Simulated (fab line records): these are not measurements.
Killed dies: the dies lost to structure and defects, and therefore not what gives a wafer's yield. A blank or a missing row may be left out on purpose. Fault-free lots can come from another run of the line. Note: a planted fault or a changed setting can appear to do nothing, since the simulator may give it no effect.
Chamber matching -- flow n5_finfet -- 4 sister chambers for N5_BEOL_M6_ALD_77 on ald_metal-02
The step deposits TaN, target thk 2 nm, pulse time 2 s, purge time 3 s. 22 wafers are shown with their chamber, then 11 later ones without.

## WAFERS WITH THEIR CHAMBER
wafer,chamber,heater_power_w (W),mfc_carrier_sccm (sccm)
L074.3,3,374,1497
L074.5,2,358,1506
L074.6,1,404,1494
L077.1,0,447,1494
L077.2,2,340,1493
L077.6,0,447,1497
L078.1,3,371,1498
L078.3,2,353,1503
L078.4,0,445,1504
L080.3,0,447,1497
L080.5,0,445,1502
L080.6,2,339,1500
L079.1,0,444,1497
L079.3,1,413,1500
L079.6,0,447,1498
L081.1,2,354,1499
L081.2,0,436,1501
L081.5,2,354,1503
L083.1,0,443,1502
L083.2,2,345,1494
L083.3,1,410,1506
L086.1,3,387,1504

SIGNATURES, as means of the wafers listed above
reading,chamber 0,chamber 1,chamber 2,chamber 3,scatter within a chamber
heater_power_w,444.56,409.00,349.00,377.33,5.92
mfc_carrier_sccm,1499.11,1500.00,1499.71,1499.67,4.25
Rule: distance of a wafer from a chamber = root of the sum over the readings of ((wafer's reading minus chamber's mean) / reading's scatter) squared. If the next closest chamber is less than 2 further off than the closest, the wafer can't be placed; otherwise it belongs to the closest. The scatter: the root of (the sum of the squares of (reading less its chamber's mean) over the shown wafers, divided by (wafers less chambers)).

## WAFERS WITH NO CHAMBER GIVEN
wafer,heater_power_w (W),mfc_carrier_sccm (sccm)
L086.3,358,1499
L086.5,439,1502
L088.3,412,1504
L088.5,456,1502
L088.6,368,1500
L094.1,411,1494
L094.2,429,1499
L094.5,410,1498
L096.1,375,1506
L096.3,353,1503
L096.4,435,1505

## WHICH CHAMBER EACH WENT THROUGH
wafer,from the rows above,in truth
L086.3,can't be placed: 2 or 3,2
L086.5,0,0
L088.3,1,1
L088.5,0,0
L088.6,can't be placed: 3 or 2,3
L094.1,1,1
L094.2,can't be placed: 0 or 1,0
L094.5,1,1
L096.1,3,3
L096.3,2,2
L096.4,0,0
8 of 11 placed correctly. Can't be placed from these rows: 3 (the true chamber is among the candidates in 3). Wrongly placed: 0.
